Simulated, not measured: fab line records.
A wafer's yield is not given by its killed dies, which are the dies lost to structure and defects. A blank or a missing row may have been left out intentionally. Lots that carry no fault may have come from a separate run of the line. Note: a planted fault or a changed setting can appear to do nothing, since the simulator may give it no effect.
Chamber matching ; flow n5Finfet ; aldSin-01 running N5_MOL_CONTACT_COAG_ALD_123: 4 sister chambers
The step deposits SiNx, target thk 5 nm, pulse time 1 s, purge time 2 s. 20 wafers are shown with their chamber, then 10 later ones without.

WAFERS PAIRED WITH THEIR CHAMBERS
wafer;chamber;heaterPowerW (W);precursorPulseHeightRel
L074.1;3;705;0.957
L074.3;1;999;1.016
L074.5;1;972;0.984
L077.1;1;1012;1.040
L077.4;2;953;0.991
L077.6;0;872;0.943
L080.1;2;945;1.005
L080.3;1;991;1.009
L080.5;1;1005;1.005
L082.1;1;1006;1.048
L082.4;0;896;1.012
L082.5;2;965;1.011
L084.2;3;702;1.007
L084.5;1;987;0.989
L084.6;0;893;0.992
L087.2;2;948;0.977
L087.3;0;922;0.975
L087.6;1;992;1.007
L088.2;2;953;0.983
L088.3;0;895;0.994

SIGNATURES (averages over the wafers above)
reading;chamber 0;chamber 1;chamber 2;chamber 3;scatter within a chamber
heaterPowerW;895.60;995.50;952.80;703.50;12.8
precursorPulseHeightRel;0.98320;1.01225;0.99340;0.98200;0.0227
Rule: a wafer's distance from a chamber is the root of the sum, over the readings, of the square of ((its reading less the chamber's mean) divided by the reading's scatter). The wafer belongs to the nearest chamber; if the next one is less than 2 further off, it can't be placed. The scatter: take each reading less its chamber's mean, square it, sum over the shown wafers, divide by the number of wafers less the number of chambers, and take the root.

WAFERS WITH NO CHAMBER GIVEN
wafer;heaterPowerW (W);precursorPulseHeightRel
L088.4;997;0.998
L089.1;974;0.988
L089.4;890;1.008
L089.6;993;0.996
L090.3;985;0.984
L090.4;961;1.007
L090.6;897;1.007
L093.2;911;0.954
L093.3;967;1.007
L093.4;713;0.992

THE CHAMBER EACH PASSED THROUGH
wafer;from the rows above;in truth
L088.4;1;1
L089.1;can't be placed: 2 or 1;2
L089.4;0;0
L089.6;1;1
L090.3;can't be placed: 1 or 2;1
L090.4;can't be placed: 2 or 1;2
L090.6;0;0
L093.2;can't be placed: 0 or 2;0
L093.3;can't be placed: 2 or 1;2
L093.4;3;3
Correctly placed: 5 of 10. Cannot be placed on the basis of these rows: 5; the candidates contain the true chamber in 5. Wrongly placed: 0.
